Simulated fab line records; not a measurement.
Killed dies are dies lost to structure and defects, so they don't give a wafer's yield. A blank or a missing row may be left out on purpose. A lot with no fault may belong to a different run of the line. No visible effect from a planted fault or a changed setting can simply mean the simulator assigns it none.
Matching of chambers | flow n5Finfet | rieDiel-06 running N5_MOL_CONTACT_COAG_DESCUM_13: 4 sister chambers
The step chemistry O2, time 7 s. 7 wafers are shown with their chamber, then 7 later ones without.

EACH WAFER AND ITS CHAMBER
wafer  | chamber | drypumpMotorCurrentA (A) | showerheadPlenumPTorr (Torr)
L077.3 | 1       | 5.42                     | 2.14
L082.6 | 2       | 5.55                     | 2.11
L088.1 | 0       | 6.00                     | 2.04
L088.4 | 3       | 5.92                     | 1.98
L088.5 | 2       | 5.54                     | 2.11
L092.2 | 1       | 5.41                     | 2.13
L092.4 | 3       | 5.93                     | 1.98

WAFERS MISSING THEIR CHAMBER
wafer  | drypumpMotorCurrentA (A) | showerheadPlenumPTorr (Torr)
L092.5 | 6.06                     | 2.04
L097.1 | 5.92                     | 1.98
L097.2 | 5.40                     | 2.13
L097.3 | 5.54                     | 2.10
L097.4 | 6.03                     | 2.03
L097.5 | 5.39                     | 2.13
L097.6 | 6.05                     | 2.03

THE CHAMBER EACH PASSED THROUGH
wafer  | from the rows above | in truth
L092.5 | 0                   | 0
L097.1 | 3                   | 3
L097.2 | 1                   | 1
L097.3 | 2                   | 2
L097.4 | 0                   | 0
L097.5 | 1                   | 1
L097.6 | 0                   | 0
Placed correctly: 7 of 7. From these rows, 0 cannot be placed. Number placed wrongly: 0.
How it was worked out, from the rows above alone: a wafer's distance from a chamber is the root of the sum, over the readings, of the square of ((its reading less the chamber's mean) divided by the reading's scatter). The wafer belongs to the nearest chamber; if the next one is less than 2 further off, it can't be placed. For every chamber, the mean is computed from those of its wafers that are shown. The scatter: take each reading less its chamber's mean, square it, sum over the shown wafers, divide by the number of wafers less the number of chambers, and take the root.
